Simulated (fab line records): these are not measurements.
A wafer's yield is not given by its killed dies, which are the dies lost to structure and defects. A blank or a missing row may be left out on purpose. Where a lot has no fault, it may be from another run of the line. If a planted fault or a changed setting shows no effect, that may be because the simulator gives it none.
A struck lot beside a sound one -- flow n5_finfet -- 16 steps out of a route of 1938
Sound: these wafers, L862.1, L862.3, L862.6. Struck: wafers L869.4, L869.5, L869.6. Last of all comes the cause.
At each step with rows: each side's tool, then ch and its chambers, then its first start. Under that, the readings that differ: sound wafers -- struck wafers -- difference of the means -- sigmas: that difference in standard deviations of wafers without a fault.
alike: readings whose means differ by less than 2 such deviations, and words and numbers that are the same on both sides. not compared: withheld readings, readings that some wafer has no value for, bounds like >300 that may hide the same value, and numbers for which the record gives no deviation and whose values overlap.
Wherever a step has rows on one side only, a row that says differs or no value, or a row with sigmas, the two part there. Numbers that don't overlap but have no deviation are shown without sigmas and don't part them. A reading that every wafer of one side lacks parts them only if that side has two wafers or more.

N5_BEOL_M2_PRE_CLEAN_60: time 15 s.
  sound on cvd_co-01 ch 0,1,2, day 8 08:45; struck on cvd_co-02 ch 0,1,2, day 9 20:19
  alike: heater_power_w
N5_BEOL_M2_CO_CAP_55: material Co, precursor CCTBA/H2, target thk 2 nm, time 102.1 s.
  sound on cvd_co-01 ch 0,1,2, day 8 08:47; struck on cvd_co-02 ch 0,1,2, day 9 20:23
  alike: heater_power_w
then, 1 step without rows for these wafers: N5_BEOL_M2_PRE_CLEAN_56 (time 15 s).
N5_BEOL_M2_DEP_57: deposits SiCN from 3MS/NH3, target thk 8 nm, time 14 s.
  sound on pecvd-01 ch 1,2, day 8 08:55; struck on pecvd-03 ch 0,1,2, day 9 20:29
  alike: showerhead_plenum_p_Torr, throttle_valve_pct
N5_BEOL_M2_RS_MEAS_58: uses a four-point probe to measure.
  sound on film_metro-02, day 8 09:00; struck on film_metro-02, day 9 20:32
  alike: M2_RS
N5_BEOL_M2_INSPECT_59: inspects for defects (darkfield).
  sound on defect_inspect-01, day 8 09:02; struck on defect_inspect-01, day 9 20:33
  alike: raw_defect_count
N5_BEOL_M3_ILD_DEP_00: deposits SiOC from DEMS/O2, target thk 79 nm, time 15.3 s.
  sound on pecvd-04 ch 0,1,2, day 8 09:04; struck on pecvd-02 ch 0,1,2, day 9 20:37
reading,sound,struck,difference,sigmas
heater_power_w (W),618 480 672,417 373 448,-177,-2
  alike: showerhead_plenum_p_Torr, throttle_valve_pct
N5_BEOL_M3_THK_MEAS_01:
  sound on film_metro-02, day 8 09:08; struck on film_metro-02, day 9 20:40
  alike: M3_ILD_THK
then, 1 step without rows for these wafers: N5_BEOL_M3_PECVD_72 (deposits SiO2 from TEOS/O2, target thk 16 nm, time 18 s).
N5_BEOL_M3_HM_DEP_02: deposits TiN, target thk 20 nm.
  sound on pvd_sputter-03, day 8 09:31; struck on pvd_sputter-02, day 9 20:45
  alike: throttle_valve_pct
then, 2 steps without rows for these wafers: N5_BEOL_M3_COAT_61 (time 60 s, resist thk 60 nm); N5_BEOL_M3_COAT_62 (time 60 s, resist thk 12 nm).
N5_BEOL_M3_COAT_73: time 60 s, resist thk 5 nm.
  sound on litho_track-02 ch 0, day 8 09:39; struck on litho_track-04 ch 0, day 9 20:53
reading,sound,struck,difference,sigmas
heater_power_total_W (W),392.8 389.5 392.9,395.8 394.6 397.9,+4.4,+3
plate_temp_C (C),205.01 204.99 204.75,206.93 207.17 207.13,+2.16,+13
  alike: chill_plate_temp_C, dispense_pressure_kPa
then, 1 step without rows for these wafers: N5_BEOL_M3_COAT_05 (resist thk 30 nm).
N5_BEOL_M4_RC_MEAS_101:
  sound on prober-02 ch 0, day 9 05:16; struck on prober-01 ch 0, day 10 22:05
  alike: DIBL_N, DIBL_P, IOFF_N, IOFF_P, ION_N, ION_P, SS_N, SS_P, VT_N, VT_P
-- here the record skips 4 days between the struck wafers' starts before and after, leaving off in module BEOL_M4 and picking up in module PASSIVATION (first step shown: number 1936 of the route) --
N5_PASSIVATION_PROBE_49:
  sound on prober-02, day 13 06:28; struck on prober-02, day 15 06:05
  alike: defect_limited_yield, killed_at_M0_to_M3, killed_at_M4_up, killed_at_contacts, killed_at_front_end, killed_at_other, killed_dies, killed_open, killed_short, sort_bin_4_leakage, sort_bin_5_function, sort_bin_6_memory, sort_n_pass, sort_yield_pct

## WHERE THEY PART
Last at N5_BEOL_M3_COAT_73 as far as this record goes, first at N5_BEOL_M3_ILD_DEP_00. Later steps at which nothing parts them and some readings are alike: N5_BEOL_M4_RC_MEAS_101, N5_PASSIVATION_PROBE_49.

WHY: what the simulator had put in
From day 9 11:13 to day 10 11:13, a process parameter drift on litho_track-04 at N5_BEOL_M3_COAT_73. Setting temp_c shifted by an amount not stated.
